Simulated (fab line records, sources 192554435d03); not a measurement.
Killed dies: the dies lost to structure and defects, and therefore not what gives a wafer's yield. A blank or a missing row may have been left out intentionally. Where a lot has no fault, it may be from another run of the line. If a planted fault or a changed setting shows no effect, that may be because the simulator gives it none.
fab line records | flow n5-finfet
record: lots: 6 wafers: 18 last-day: 17
route steps=1938 shown GATE_CUT@488 BEOL_M4@1111 PASSIVATION@1936
lots that met no fault: from a run of the same line without faults
start-h: start of the lot's first displayed wafer, in hours after the record's first day | wait-h: time in hours since the lot's previous step | " unchanged from the row above | L1.1+2: one row covering several wafers at once | - either no value or no given start | * or withheld: withheld | < > ~ a bound
route shown NAME@n: a module of which the file shows steps, and the number in the route of the first | usual: mean/standard deviation taken from wafers without a fault | same: alike in all rows | chamber/n: place in a boat | sites: each site's reading | _std_site: their standard deviation | _edge_site: inner sites' mean taken away from outer sites' mean | radius-mm: for every site, how far away it sits from the centre of the wafer | mask NAME#n: copy n | behind: the tool/chamber that last shaped the wafer | hold: why the lot went on hold/how many hours it stayed there/how the hold came to an end | device: names the non-switching transistor (n, p or np) | end of line: at the end of the route, the tests of the same wafers | step lacking rows: just its recipe | killed: not the wafer's yield, but the dies lost to structure and defects at the first sort | map: the dies of a wafer, with x for killed, . for not killed, _ for no die there
set.NAME: the setting as run; set.NAME@STEP: as run at that earlier step | model.NAME: the simulator's own value behind a step, which no gauge read
lots at selected steps of the route; one table per step, one row per wafer
services: a tool's chamber out of use, with start hour (start-h, from the record's first day; less than 0 if before it), hours out, and reason
== steps ==
step: N5_GATE_CUT_OVL_MEAS_14
recipe: points-per-wafer: 522
usual: GATE_CUT_OVL: -0.2/0.71
columns lot.wafer tool chamber start-h wait-h GATE_CUT_OVL[nm]
L334.3 overlay-02 0 95.75 0.0 0.4
L334.5 " 0 " " 0.4
L334.6 " 0 " " 0.1
L342.1 overlay-02 0 139.70 0.0 -0.7
L342.3 " 0 " " -0.5
L342.5 " 0 " " 0.0
L343.4 overlay-02 0 149.93 0.0 0.9
L343.5 " 0 " " -0.6
L343.6 " 0 " " -0.2
L347.1 overlay-01 0 167.35 0.0 -0.2
L347.2 " 0 " " 0.3
L347.5 " 0 " " 0.9
L348.2 overlay-02 0 174.42 0.0 0.3
L348.5 " 0 " " -0.4
L348.6 " 0 " " -0.7
L353.1 overlay-02 0 208.06 0.0 -1.1
L353.4 " 0 " " -0.5
L353.5 " 0 " " -0.2
step: N5_GATE_CUT_INSPECT_15
recipe: mode: adi inspect-instrument: brightfield
usual: raw-defect-count: 120/40
columns lot.wafer tool chamber start-h wait-h raw-defect-count
L334.3 defect-inspect-01 - 95.80 0.0 128
L334.5 " - " " 92
L334.6 " - " " 96
L342.1 defect-inspect-02 - 139.76 0.1 71
L342.3 " - " " 93
L342.5 " - " " 130
L343.4 defect-inspect-01 - 149.97 0.0 140
L343.5 " - " " 177
L343.6 " - " " 107
L347.1 defect-inspect-01 - 167.41 0.1 67
L347.2 " - " " 70
L347.5 " - " " 118
L348.2 defect-inspect-01 - 174.48 0.0 112
L348.5 " - " " 102
L348.6 " - " " 118
L353.1 defect-inspect-01 - 208.12 0.1 81
L353.4 " - " " 102
L353.5 " - " " 176
step: N5_GATE_CUT_DESCUM_18
recipe: chemistry: O2 time-s: 7 source-power-w: 50 bias-power-w: 20 pressure-mtorr: 20 rf-frequency-hz: 2.712e+07 temp-c: 40 resist: CAR-EUV o2-flow-sccm: 225
step: N5_GATE_CUT_ETCH_28
recipe: chemistry: N2/H2 target: underlayer target-depth-a: 130 mask-material: CAR-EUV time-s: 10.4 ion-energy-ev: 200 pressure-mtorr: 30 source-w: 840 bias-w: 150 n2-flow-sccm: 200 h2-flow-sccm: 200 ends: cleared
step: N5_GATE_CUT_ETCH_36
recipe: chemistry: CF4 target: SiARC target-depth-a: 130 mask-material: CAR-EUV time-s: 21.7 ion-energy-ev: 80 pressure-mtorr: 40 source-w: 545 bias-w: 36 Ar_flow_sccm: 100 cf4-flow-sccm: 100 ends: cleared
step: N5_GATE_CUT_ETCH_37
recipe: chemistry: N2/H2 target: SOC target-depth-a: 600 overetch-a: 120 mask-material: SiARC temp-c: 40 time-s: 90 ion-energy-ev: 200 pressure-mtorr: 30 source-w: 840 bias-w: 150 n2-flow-sccm: 200 h2-flow-sccm: 200
usual: drypump-motor-current-A: 5.85/0.24 oes-product-au: 0.69/0.061 rf-fwd-power-W: 833.9/2.6 rf-vpp-V: 523.2/3 showerhead-plenum-p-Torr: 2.52/0.096 throttle-valve-pct: 17.95/0.19
columns lot.wafer tool chamber start-h wait-h drypump-motor-current-A oes-product-au rf-fwd-power-W rf-hours-counter-h rf-vpp-V showerhead-plenum-p-Torr throttle-valve-pct
L334.3 rie-diel-03 3 95.92 0.0 5.81 0.62 837.6 227 520.4 2.40 17.90
L334.5 " 2 " " 5.72 0.71 837.7 - 528.0 2.64 17.82
L334.6 " 1 " " 5.60 0.69 837.0 - 520.5 2.45 18.08
L342.1 rie-diel-04 3 139.88 0.0 6.22 0.67 837.0 164 523.7 2.55 18.13
L342.3 " 1 " " 6.01 0.77 831.9 67 521.6 2.49 17.64
L342.5 " 0 " " 5.59 0.66 832.2 - 520.8 2.42 17.90
L343.4 rie-diel-04 2 150.08 0.0 5.64 0.61 833.3 244 519.9 2.39 17.84
L343.5 " 1 " " 6.03 0.77 830.5 - 521.5 2.49 17.64
L343.6 " 0 " " 5.52 0.65 834.0 - 521.6 2.42 17.89
L347.1 rie-diel-04 1 167.52 0.0 6.03 0.75 835.2 75 521.5 2.48 17.66
L347.2 " 0 " " 5.54 0.65 832.9 183 521.4 2.42 17.88
L347.5 " 3 " " 6.22 0.67 835.2 - 522.8 2.55 18.14
L348.2 rie-diel-04 0 174.59 0.0 5.55 0.65 831.2 186 521.3 2.41 17.90
L348.5 " 3 " " 6.21 0.67 833.8 - 524.2 2.54 18.13
L348.6 " 0 " " 5.57 0.65 838.9 - 519.7 2.41 17.89
L353.1 rie-diel-05 0 208.23 0.0 5.82 0.62 830.1 234 522.9 2.51 18.26
L353.4 " 3 " " 5.98 0.66 829.8 159 521.5 2.43 17.89
L353.5 " 2 " " 5.80 0.76 833.6 - 529.3 2.70 18.00
step: N5_GATE_CUT_STRIP_38
recipe: chemistry: N2/H2 temp-c: 40 n2-flow-sccm: 200 h2-flow-sccm: 200 rf-frequency-hz: 6e+07
step: N5_GATE_CUT_STRIP_39
recipe: chemistry: N2/H2 temp-c: 40 n2-flow-sccm: 200 h2-flow-sccm: 200 rf-frequency-hz: 6e+07
step: N5_GATE_CUT_HM_OPEN_40
recipe: chemistry: C4F6/O2 target: SiO2 mask-material: SiARC target-depth-a: 1390 time-s: 85.1 ion-energy-ev: 250 pressure-mtorr: 30 source-w: 345 bias-w: 185 Ar_flow_sccm: 300 C4F6_flow_sccm: 10 O2_flow_sccm: 10 ends: cleared
usual: C4F6_flow_sccm: 10.001/0.03 drypump-motor-current-A: 5.85/0.24 etch-rf-on-time-s: 94.2/1.7 oes-product-au: 0.69/0.064 rf-vpp-V: 663/13 showerhead-plenum-p-Torr: 2.83/0.1 throttle-valve-pct: 21.07/0.18
columns lot.wafer tool chamber start-h wait-h C4F6_flow_sccm drypump-motor-current-A etch-rf-on-time-s oes-product-au rf-hours-counter-h rf-vpp-V showerhead-plenum-p-Torr throttle-valve-pct
L334.3 rie-diel-03 3 96.01 0.0 9.981 5.77 94.7 0.63 227 669 2.71 21.06
L334.5 " 2 " " 9.969 5.73 96.6 0.71 - 683 2.95 20.92
L334.6 " 1 " " 10.003 5.57 97.0 0.70 - 656 2.75 21.04
L342.1 rie-diel-04 3 139.96 0.0 10.033 6.23 91.8 0.67 164 661 2.85 21.25
L342.3 " 1 " " 10.044 6.03 92.9 0.78 67 655 2.78 20.69
L342.5 " 0 " " 10.049 5.50 94.5 0.66 - 658 2.74 21.05
L343.4 rie-diel-04 2 150.17 0.0 10.017 5.60 95.7 0.63 244 660 2.71 21.07
L343.5 " 1 " " 9.969 6.00 95.8 0.78 - 655 2.78 20.69
L343.6 " 0 " " 9.966 5.57 98.0 0.66 - 659 2.73 21.04
L347.1 rie-diel-04 1 167.61 0.0 9.997 6.00 93.2 0.76 75 655 2.78 20.71
L347.2 " 0 " " 10.022 5.54 93.4 0.66 183 660 2.73 21.07
L347.5 " 3 " " 10.012 6.21 96.4 0.67 - 662 2.85 21.26
L348.2 rie-diel-04 0 174.68 0.0 10.051 5.55 94.0 0.65 186 659 2.73 21.07
L348.5 " 3 " " 9.999 6.20 94.6 0.68 - 661 2.84 21.26
L348.6 " 0 " " 10.061 5.52 95.5 0.65 - 660 2.73 21.06
L353.1 rie-diel-05 0 208.32 0.0 10.011 5.81 93.6 0.62 234 658 2.81 21.36
L353.4 " 3 " " 10.000 5.99 94.8 0.66 159 658 2.75 21.24
L353.5 " 2 " " 9.994 5.81 94.8 0.78 - 643 3.03 21.18
step: N5_GATE_CUT_STRIP_41
recipe: chemistry: CF4 resist: SiARC power-w: 300 bias-power-w: 75 pressure-mtorr: 50 cf4-flow-sccm: 150 rf-frequency-hz: 6e+07
step: N5_GATE_CUT_STRIP_42
recipe: chemistry: O2 power-w: 400 temp-c: 40 pressure-mtorr: 30 rf-frequency-hz: 6e+07 bias-power-w: 0 overash-fraction: 0.3 o2-flow-sccm: 225
usual: drypump-motor-current-A: 5.85/0.24 oes-product-au: 0.77/0.074 rf-vpp-V: 3.7/0.5 showerhead-plenum-p-Torr: 2.08/0.083 throttle-valve-pct: 16.78/0.19
columns lot.wafer tool chamber start-h wait-h drypump-motor-current-A oes-product-au rf-hours-counter-h rf-vpp-V showerhead-plenum-p-Torr throttle-valve-pct
L334.3 rie-diel-03 3 96.09 0.0 5.80 0.69 227 4.5 1.99 16.79
L334.5 " 2 " " 5.71 0.79 - 3.3 2.21 16.80
L334.6 " 1 " " 5.57 0.78 - 3.1 2.02 16.74
L342.1 rie-diel-04 3 140.04 0.0 6.24 0.75 164 3.2 2.09 16.91
L342.3 " 1 " " 6.00 0.86 67 2.9 2.04 16.37
L342.5 " 0 " " 5.50 0.73 - 3.7 1.99 16.66
L343.4 rie-diel-04 2 150.25 0.0 5.64 0.68 244 3.4 1.97 16.71
L343.5 " 1 " " 6.02 0.87 - 3.5 2.04 16.39
L343.6 " 0 " " 5.51 0.73 - 3.9 1.99 16.67
L347.1 rie-diel-04 1 167.69 0.0 6.01 0.85 75 3.3 2.04 16.41
L347.2 " 0 " " 5.52 0.73 183 3.8 1.99 16.70
L347.5 " 3 " " 6.20 0.75 - 4.0 2.09 16.92
L348.2 rie-diel-04 0 174.76 0.0 5.52 0.72 186 3.7 1.99 16.70
L348.5 " 3 " " 6.20 0.75 - 3.7 2.08 16.93
L348.6 " 0 " " 5.49 0.72 - 3.8 1.99 16.69
L353.1 rie-diel-05 0 208.40 0.0 5.83 0.68 234 2.8 2.07 17.13
L353.4 " 3 " " 6.00 0.74 159 3.6 2.01 16.85
L353.5 " 2 " " 5.81 0.86 - 3.5 2.23 16.78
step: N5_GATE_CUT_ETCH_19
recipe: chemistry: CH3F/O2 target: SiNx mask-material: SiO2 target-depth-a: 537 time-s: 76.7 pressure-mtorr: 30 source-w: 395 bias-w: 73 Ar_flow_sccm: 150 CH3F_flow_sccm: 30 O2_flow_sccm: 20 ion-energy-ev: 120 ends: cleared
usual: drypump-motor-current-A: 5.84/0.24 etch-rf-on-time-s: 76.7/0.88 oes-product-au: 0.65/0.062 rf-fwd-power-W: 390.6/1.6 rf-vpp-V: 296/5.7 showerhead-plenum-p-Torr: 1.99/0.075 throttle-valve-pct: 16.46/0.18
columns lot.wafer tool chamber start-h wait-h drypump-motor-current-A etch-rf-on-time-s oes-product-au rf-fwd-power-W rf-hours-counter-h rf-vpp-V showerhead-plenum-p-Torr throttle-valve-pct
L334.3 rie-diel-03 3 96.13 0.0 5.79 76.7 0.59 389.1 227 301 1.90 16.51
L334.5 " 2 " " 5.73 77.5 0.66 393.2 - 307 2.08 16.37
L334.6 " 1 " " 5.57 76.1 0.66 390.4 - 293 1.93 16.44
L342.1 rie-diel-04 3 140.08 0.0 6.20 76.2 0.64 389.8 164 295 2.00 16.66
L342.3 " 1 " " 6.00 75.7 0.74 387.0 67 292 1.95 16.07
L342.5 " 0 " " 5.52 76.3 0.63 389.4 - 293 1.92 16.44
L343.4 rie-diel-04 2 150.29 0.0 5.62 76.8 0.59 388.9 244 293 1.90 16.50
L343.5 " 1 " " 5.99 76.9 0.73 392.0 - 292 1.95 16.07
L343.6 " 0 " " 5.57 78.4 0.62 393.4 - 296 1.92 16.44
L347.1 rie-diel-04 1 167.73 0.0 6.01 76.6 0.72 391.8 75 292 1.95 16.09
L347.2 " 0 " " 5.53 77.2 0.62 391.6 183 294 1.92 16.46
L347.5 " 3 " " 6.22 76.6 0.64 392.8 - 296 2.00 16.66
L348.2 rie-diel-04 0 174.80 0.0 5.52 77.4 0.62 389.2 186 295 1.92 16.46
L348.5 " 3 " " 6.21 76.7 0.64 391.8 - 296 2.00 16.67
L348.6 " 0 " " 5.51 77.9 0.62 391.4 - 295 1.92 16.45
L353.1 rie-diel-05 0 208.44 0.0 5.79 77.8 0.58 390.1 234 294 1.97 16.81
L353.4 " 3 " " 6.01 77.4 0.63 389.1 159 295 1.93 16.61
L353.5 " 2 " " 5.81 76.0 0.73 393.3 - 287 2.13 16.51
step: N5_GATE_CUT_CUT_ETCH_53
recipe: chemistry: SF6/Cl2 target: W mask-material: SiO2 target-depth-a: 792 pressure-mtorr: 8 icp-w: 900 bias-w: 80 SF6_flow_sccm: 40 Cl2_flow_sccm: 60 ends: cleared
usual: drypump-motor-current-A: 5.5/0.54 etch-rf-on-time-s: 26.2/0.56 oes-product-au: 0.71/0.11 rf-fwd-power-W: 879/3.1 throttle-valve-pct: 28.9/0.44
columns lot.wafer tool chamber start-h wait-h drypump-motor-current-A etch-rf-on-time-s oes-product-au rf-fwd-power-W rf-hours-counter-h throttle-valve-pct
L334.3 rie-metal-02 0 96.26 0.1 5.4 26.5 0.60 878 - 29.5
L334.5 " 1 " " 5.6 25.7 0.59 876 - 29.0
L334.6 " 0 " " 5.4 26.4 0.60 879 - 29.5
L342.1 rie-metal-02 0 140.19 0.1 5.3 34.0 0.52 662 97 29.5
L342.3 " 0 " " 5.4 34.0 0.51 663 - 29.4
L342.5 " 1 " " 5.6 33.5 0.50 663 - 28.9
L343.4 rie-metal-02 0 150.42 0.1 5.4 34.2 0.51 661 - 29.5
L343.5 " 1 " " 5.6 33.8 0.49 661 - 28.9
L343.6 " 0 " " 5.4 34.3 0.51 662 - 29.4
L347.1 rie-metal-01 0 167.84 0.1 5.9 26.8 0.73 880 22 29.2
L347.2 " 1 " " 5.1 25.4 0.81 878 10 29.1
L347.5 " 1 " " 5.1 25.4 0.81 876 - 29.1
L348.2 rie-metal-01 0 174.90 0.1 5.9 26.6 0.72 871 23 29.2
L348.5 " 0 " " 5.9 26.5 0.72 875 - 29.2
L348.6 " 1 " " 5.1 25.2 0.81 875 - 29.1
L353.1 rie-metal-03 0 208.54 0.1 6.4 25.9 0.78 884 13 28.2
L353.4 " 0 " " 6.4 26.1 0.78 881 - 28.2
L353.5 " 0 " " 6.4 26.0 0.78 881 - 28.2
step: N5_GATE_CUT_CUT_ETCH_54
recipe: chemistry: Cl2/BCl3 target: TiN mask-material: SiO2 target-depth-a: 967 pressure-mtorr: 10 icp-w: 1000 bias-w: 126 Cl2_flow_sccm: 53.25 bcl3-flow-sccm: 21.75 Ar_flow_sccm: 25 ends: cleared
usual: drypump-motor-current-A: 5.5/0.54 etch-rf-on-time-s: 36.6/0.76 oes-product-au: 0.71/0.1 rf-fwd-power-W: 978/5 throttle-valve-pct: 22.2/0.31
columns lot.wafer tool chamber start-h wait-h drypump-motor-current-A etch-rf-on-time-s oes-product-au rf-fwd-power-W rf-hours-counter-h throttle-valve-pct
L334.3 rie-metal-02 0 96.32 0.0 5.4 37.4 0.60 975 - 22.6
L334.5 " 1 " " 5.6 36.5 0.58 972 - 22.3
L334.6 " 0 " " 5.4 37.5 0.59 977 - 22.6
L342.1 rie-metal-02 0 140.25 0.0 5.4 37.9 0.58 978 97 22.7
L342.3 " 0 " " 5.4 37.8 0.59 977 - 22.6
L342.5 " 1 " " 5.6 36.9 0.57 974 - 22.4
L343.4 rie-metal-02 0 150.48 0.0 5.4 37.4 0.58 975 - 22.6
L343.5 " 1 " " 5.6 36.7 0.57 967 - 22.4
L343.6 " 0 " " 5.4 37.7 0.59 977 - 22.6
L347.1 rie-metal-01 0 167.90 0.0 5.9 37.5 0.72 982 22 22.5
L347.2 " 1 " " 5.1 35.6 0.81 973 10 22.3
L347.5 " 1 " " 5.1 35.7 0.81 978 - 22.3
L348.2 rie-metal-01 0 174.96 0.0 5.8 37.4 0.72 977 23 22.5
L348.5 " 0 " " 5.9 37.2 0.72 971 - 22.5
L348.6 " 1 " " 5.1 35.5 0.80 974 - 22.3
L353.1 rie-metal-03 0 208.60 0.0 6.4 36.6 0.78 986 13 21.8
L353.4 " 0 " " 6.4 36.6 0.78 986 - 21.8
L353.5 " 0 " " 6.4 36.5 0.77 987 - 21.7
step: N5_BEOL_M4_RC_MEAS_101
usual: DIBL_N: 36.8/1.5 DIBL_P: 37.1/2.1 IOFF_N: 0.168/0.03 IOFF_P: 0.22/0.034 ION_N: 679/12 ION_P: 466/8 SS_N: 71.7/0.58 SS_P: 73.5/0.67 VT_N: 248.8/2.7 VT_P: -250/3.3
columns lot.wafer tool chamber start-h wait-h DIBL_N[mV/V] DIBL_P[mV/V] IOFF_N[nA/um] IOFF_P[nA/um] ION_N[uA/um] ION_P[uA/um] SS_N[mV/dec] SS_P[mV/dec] VT_N[mV] VT_P[mV]
L334.3 prober-01 0 170.95 0.3 37.1 38.3 0.189 0.25 681 461 71.5 73.4 245.9 -247
L334.5 " 0 " " 37.0 37.9 0.182 0.25 684 467 71.4 74.3 248.8 -247
L334.6 " 0 " " 38.0 39.9 0.210 0.28 692 471 71.4 74.6 246.4 -245
L342.1 prober-01 0 209.20 0.0 36.1 35.1 0.153 0.15 668 446 71.9 73.0 251.3 -255
L342.3 " 0 " " 36.7 36.8 0.161 0.19 680 456 71.6 73.4 250.4 -256
L342.5 " 0 " " 35.4 36.2 0.139 0.17 661 450 71.1 72.7 250.4 -256
L343.4 prober-02 0 216.58 0.5 36.7 38.2 0.169 0.20 673 459 71.4 73.1 248.1 -253
L343.5 " 0 " " 37.8 39.3 0.189 0.22 680 461 71.5 74.2 245.8 -251
L343.6 " 0 " " 37.0 37.7 0.177 0.21 681 458 71.6 73.9 248.0 -252
L347.1 prober-02 0 246.51 0.0 36.5 35.4 0.151 0.23 669 462 72.3 74.0 251.1 -251
L347.2 " 0 " " 35.9 33.7 0.133 0.20 658 460 71.4 73.4 252.0 -249
L347.5 " 0 " " 35.8 34.1 0.135 0.20 660 457 71.8 73.0 253.2 -251
L348.2 prober-02 0 248.67 0.2 37.2 38.2 0.199 0.22 688 458 72.1 73.5 244.9 -253
L348.5 " 0 " " 35.6 37.3 0.161 0.20 670 466 72.2 72.8 248.6 -251
L348.6 " 0 " " 38.1 39.1 0.201 0.22 689 468 73.6 73.5 247.7 -250
L353.1 prober-02 0 294.46 0.0 38.6 37.1 0.166 0.19 668 448 72.1 74.1 251.5 -256
L353.4 " 0 " " 36.1 33.6 0.122 0.14 654 441 71.7 72.8 254.6 -260
L353.5 " 0 " " 38.1 36.7 0.153 0.17 668 449 72.3 73.7 252.0 -260
step: N5_PASSIVATION_PROBE_49
usual: defect-limited-yield: 91.0/1.5 killed_at_M0_to_M3: 34/11 killed_at_M4_up: 14/5.3 killed-at-contacts: 13/7 killed-at-front-end: 41/13 killed-at-other: 4/3.1 killed-dies: 106/17 killed-open: 70/12 killed-short: 35/8 sort_bin_5_function: 5.2/0.98 sort_bin_6_memory: 3.4/0.69 sort_bin_8_speed: 0.00/0.007 sort-n-pass: 1074/17 sort-yield-pct: 91.0/1.5
same: gross-dies: 1180 killed-at-back-side: 0 sort_bin_4_leakage[%]: 0
columns lot.wafer tool chamber start-h wait-h defect-limited-yield[%] killed_at_M0_to_M3 killed_at_M4_up killed-at-contacts killed-at-front-end killed-at-other killed-dies killed-open killed-short sort_bin_5_function[%] sort_bin_6_memory[%] sort_bin_8_speed[%] sort-n-pass sort-yield-pct[%]
L334.3 prober-02 - 267.24 0.1 93.2 15 16 19 27 3 80 55 25 4.0 2.6 0 1100 93.2
L334.5 prober-02 - 267.34 0.2 93.1 32 14 10 25 1 82 56 24 3.9 2.6 0 1098 93.1
L334.6 prober-02 - 267.39 0.3 92.5 22 20 18 28 1 89 56 25 3.8 3.1 0 1091 92.5
L343.4 prober-01 - 318.06 0.2 88.1 43 5 13 76 4 141 101 35 6.5 4.5 0 1039 88.1
L343.5 prober-01 - 318.11 0.2 91.1 45 9 6 44 1 105 69 34 5.0 3.5 0 1075 91.1
L343.6 prober-01 - 318.16 0.3 89.6 43 9 9 59 3 123 81 42 6.4 3.3 0 1057 89.6
killed by level:class
L334.3 MOL_CONTACT_COAG:geometric-particle:open=15 FIN_SAQP:geometric-particle:open=7 BEOL_M4:geometric-particle:open=7 BEOL_M0_SAQP:geometric-particle:open=6 FIN_SAQP:geometric-particle:short=4 MOL_CONTACT_COAG:geometric-particle:short=4 BEOL_M1:geometric-particle:open=4 BEOL_M0_SAQP:geometric-particle:short=3
L334.5 BEOL_M0_SAQP:geometric-particle:open=12 MOL_CONTACT_COAG:geometric-particle:open=10 FIN_SAQP:geometric-particle:short=7 BEOL_M2:geometric-particle:open=7 BEOL_M0_SAQP:geometric-particle:short=5 FIN_SAQP:geometric-particle:open=4 BEOL_M3:geometric-particle:short=3 BEOL_M5:geometric-particle:open=3
L334.6 MOL_CONTACT_COAG:geometric-particle:open=14 BEOL_M0_SAQP:geometric-particle:short=8 FIN_SAQP:geometric-particle:open=6 FIN_SAQP:geometric-particle:short=6 BEOL_M0_SAQP:geometric-particle:open=6 BEOL_M4:geometric-particle:open=6 HKMG_FIN:area-etch=5 MOL_CONTACT_COAG:geometric-particle:short=4
L343.4 FIN_SAQP:geometric-particle:open=23 STI_FIN_REVEAL:geometric-particle:open=16 BEOL_M0_SAQP:geometric-particle:short=13 BEOL_M0_SAQP:geometric-particle:open=11 MOL_CONTACT_COAG:geometric-particle:open=11 FIN_SAQP:geometric-particle:short=7 BEOL_M2:geometric-particle:open=7 DUMMY_GATE:geometric-particle:open=6
L343.5 FIN_SAQP:geometric-particle:open=15 BEOL_M0_SAQP:geometric-particle:open=13 BEOL_M0_SAQP:geometric-particle:short=11 BEOL_M2:geometric-particle:short=8 BEOL_M2:geometric-particle:open=8 STI_FIN_REVEAL:geometric-particle:open=5 DUMMY_GATE:geometric-particle:open=4 MOL_CONTACT_COAG:geometric-particle:open=4
L343.6 STI_FIN_REVEAL:geometric-particle:open=13 BEOL_M0_SAQP:geometric-particle:open=10 BEOL_M0_SAQP:geometric-particle:short=10 FIN_SAQP:geometric-particle:short=9 FIN_SAQP:geometric-particle:open=7 DUMMY_GATE:geometric-particle:open=7 GATE_CUT:geometric-particle:open=7 MOL_CONTACT_COAG:geometric-particle:open=7
== services ==
columns tool chamber start-h hours kind
rie-metal-03 - 74.93 1.3 repair
rie-metal-03 - 96.91 2.8 pm
rie-diel-05 - 97.29 2.8 pm
rie-metal-03 - 123.91 0.3 repair
rie-diel-05 2 156.09 5.9 repair
rie-diel-03 - 158.81 0.4 repair
rie-diel-04 2 166.33 - clean
rie-diel-04 2 166.33 - consumable-replace:esc
rie-diel-04 2 166.33 - consumable-replace:focus-ring
rie-diel-04 2 166.33 - consumable-replace:showerhead
rie-diel-04 2 166.33 17.8 scheduled-down
rie-diel-04 2 166.33 17.8 vent-cycle
rie-metal-02 - 166.55 2.8 pm
rie-diel-03 3 173.66 - clean
rie-diel-03 3 173.66 - consumable-replace:focus-ring
rie-diel-03 3 173.66 - consumable-replace:showerhead
rie-diel-03 3 173.66 21.4 scheduled-down
rie-diel-03 3 173.66 21.4 vent-cycle
rie-metal-01 1 176.03 10.8 repair
rie-metal-03 0 196.89 10.6 repair
== key ==
first-sign: step: N5_GATE_CUT_CUT_ETCH_53 reading: rf-fwd-power-W direction: down sigmas: 69 usual: * struck: *
effect: step: N5_GATE_CUT_CUT_ETCH_53 reading: etch-rf-on-time-s direction: up sigmas: 14 usual: * struck: *
met-at N5_GATE_CUT_CUT_ETCH_53
struck-wafers L342.1,L342.3,L342.5,L343.4,L343.5,L343.6
onset-between 96.26 140.19
fault: kind: process-parameter-drift tool: rie-metal-02 chamber: - onset-h: 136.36 steps: N5_GATE_CUT_CUT_ETCH_53 channel: icp-w offset: -216 shape: step end-h: 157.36 acts-in: these-recipes-only stated: 900
